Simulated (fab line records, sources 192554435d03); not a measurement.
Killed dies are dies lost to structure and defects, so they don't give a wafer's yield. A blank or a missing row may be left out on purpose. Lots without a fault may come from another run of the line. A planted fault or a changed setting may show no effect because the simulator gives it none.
A struck lot beside a sound one | flow n5_finfet | 15 steps out of a route of 1938
Sound: wafers L184.1, L184.3, L184.5. Struck: wafers L189.2, L189.5, L189.6. The cause comes at the end.
At each step with rows: each side's tool, then ch and its chambers, then its first start. Under that, the readings that differ: sound wafers | struck wafers | difference of the means | sigmas: that difference in standard deviations of wafers without a fault.
alike: readings whose means differ by less than 2 such deviations, and words and numbers that are the same on both sides. not compared: withheld readings, readings that some wafer has no value for, bounds like >300 that may hide the same value, and numbers for which the record gives no deviation and whose values overlap.
The two part at a step that has a row with sigmas, a row that says differs or no value, or rows on one side only. Numbers that don't overlap but have no deviation are shown without sigmas and don't part them. A reading that every wafer of one side lacks parts them only if that side has two wafers or more.

N5_BEOL_M9_STRIP_80: strips in N2/H2, time 10 s.
  sound on rie_diel-05 ch 1,3; struck on rie_diel-05 ch 0,1
  alike: drypump_motor_current_A, oes_product_au, rf_vpp_V, showerhead_plenum_p_Torr, throttle_valve_pct
  not compared: rf_hours_counter_h
N5_BEOL_M9_OCD_MEAS_38:
  sound on ocd-02, day 11 01:13; struck on ocd-01, day 12 20:26
  alike: trench_depth_nm
then, 4 steps without rows for these wafers: N5_BEOL_M9_HM_STRIP_39 (strips TiN in peroxide tin strip, target depth 25 nm, time 158 s); N5_BEOL_M9_SRD_40 (time 30 s); N5_BEOL_M9_PRECLEAN_42 (cleans in residue remover, time 60 s); N5_BEOL_M9_SRD_43 (time 30 s).
N5_BEOL_M9_CD_MEAS_35: target cd 70 nm, target cd y 40 nm.
  sound on cd_sem-02, day 11 01:22; struck on cd_sem-01, day 12 20:36
  alike: cd_nm
N5_BEOL_M9_CURE_72: cures SiCOH lowk, time 120 s.
  sound on uv_cure-02 ch 0, day 11 01:25; struck on uv_cure-03 ch 0, day 12 20:41
  alike: lamp_power_pct, wafer_temp_C_max
N5_BEOL_M9_DEGAS_44: time 60 s.
  sound on pvd_sputter-01, day 11 01:56; struck on pvd_sputter-03, day 12 21:10
  alike: heater_power_w
then, 2 steps without rows for these wafers: N5_BEOL_M9_PRE_CLEAN_45 (time 30 s); N5_BEOL_M9_ALD_74 (deposits TaN, target thk 2 nm, pulse time 2 s, purge time 3 s).
N5_BEOL_M9_SURFACE_TREAT_79:
  sound on pvd_sputter-02, day 11 02:19; struck on pvd_sputter-03, day 12 21:55
  not compared: throttle_valve_pct
N5_BEOL_M9_CVD_78: deposits Co from CCTBA/H2, target thk 2 nm, time 138.9 s.
  sound on cvd_co-01 ch 0,1,2, day 11 02:25; struck on cvd_co-02 ch 1,2, day 12 22:10
  reading          | sound             | struck            | difference | sigmas
  run_length_s (s) | 162.0 161.4 160.6 | 222.4 222.8 222.4 | +61.2      | +99 or more
N5_BEOL_M9_SPUTTER_48: material Cu, target thk 12 nm, time 2 s.
  sound on pvd_sputter-02, day 11 02:32; struck on pvd_sputter-03, day 12 22:23
  alike: chamber_pressure_pa, throttle_valve_pct
-- the record jumps here: 2 days lie between the struck wafers' starts before and after (it left off in module BEOL_M9 and takes up again in module PASSIVATION, whose first step shown is number 1936 of the route) --
N5_PASSIVATION_PROBE_49:
  sound on prober-01, day 13 07:23; struck on prober-01, day 15 06:43
  alike: defect_limited_yield, killed_at_M0_to_M3, killed_at_M4_up, killed_at_contacts, killed_at_front_end, killed_at_other, killed_dies, killed_on_rim, killed_open, killed_short, sort_bin_5_function, sort_bin_6_memory, sort_bin_8_speed, sort_n_pass, sort_yield_pct

WHERE THEY PART
Only at N5_BEOL_M9_CVD_78, within this record. Later steps at which nothing parts them and some readings are alike: N5_BEOL_M9_SPUTTER_48, N5_PASSIVATION_PROBE_49.

WHY: what the simulator had put in
Process parameter drift: cvd_co-02, from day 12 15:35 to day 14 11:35, at N5_BEOL_M9_CVD_78. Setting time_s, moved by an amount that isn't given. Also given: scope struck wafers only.
